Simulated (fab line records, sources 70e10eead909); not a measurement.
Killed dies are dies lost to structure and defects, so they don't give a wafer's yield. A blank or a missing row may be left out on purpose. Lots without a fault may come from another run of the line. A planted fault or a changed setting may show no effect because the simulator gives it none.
Chamber matching | flow nand_harc | NHARC_A_STAIRCASE_ALD_420 on ald_hk-04: 4 sister chambers
The step deposits SiO2, target thk 20 nm, pulse time 6 s, ald cycles 200. 8 wafers are shown with their chamber, then 7 later ones without.

WAFERS WITH THEIR CHAMBER
wafer  | chamber | heater_power_w (W) | precursor_pulse_height_rel
L078.1 | 2       | 452                | 0.996
L078.4 | 1       | 483                | 1.049
L084.2 | 2       | 447                | 0.996
L086.1 | 1       | 481                | 1.026
L086.5 | 3       | 434                | 1.038
L086.6 | 0       | 441                | 0.998
L088.2 | 0       | 430                | 0.966
L088.3 | 3       | 436                | 0.964

WAFERS WITHOUT THEIR CHAMBER
wafer  | heater_power_w (W) | precursor_pulse_height_rel
L088.6 | 440                | 0.963
L091.1 | 465                | 0.982
L091.3 | 458                | 0.980
L091.4 | 437                | 0.992
L094.4 | 463                | 1.004
L094.5 | 454                | 1.030
L094.6 | 426                | 1.002

WHICH CHAMBER EACH WENT THROUGH
wafer  | from the rows above          | in truth
L088.6 | can't be placed: 0 or 3 or 2 | 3
L091.1 | can't be placed: 2 or 1      | 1
L091.3 | 2                            | 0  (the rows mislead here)
L091.4 | can't be placed: 0 or 3      | 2
L094.4 | can't be placed: 2 or 1      | 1
L094.5 | 2                            | 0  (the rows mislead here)
L094.6 | can't be placed: 3 or 0      | 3
Placed correctly: 0 of 7. Can't be placed from these rows: 5 (the true chamber is among the candidates in 4). Placed wrongly: 2.
How it was worked out, from the rows above alone: a wafer's distance from a chamber is the root of the sum, over the readings, of the square of ((its reading less the chamber's mean) divided by the reading's scatter). The wafer belongs to the nearest chamber; if the next one is less than 2 further off, it can't be placed. A chamber's mean is the mean of its shown wafers. The scatter: the root of (the sum of the squares of (reading less its chamber's mean) over the shown wafers, divided by (wafers less chambers)).
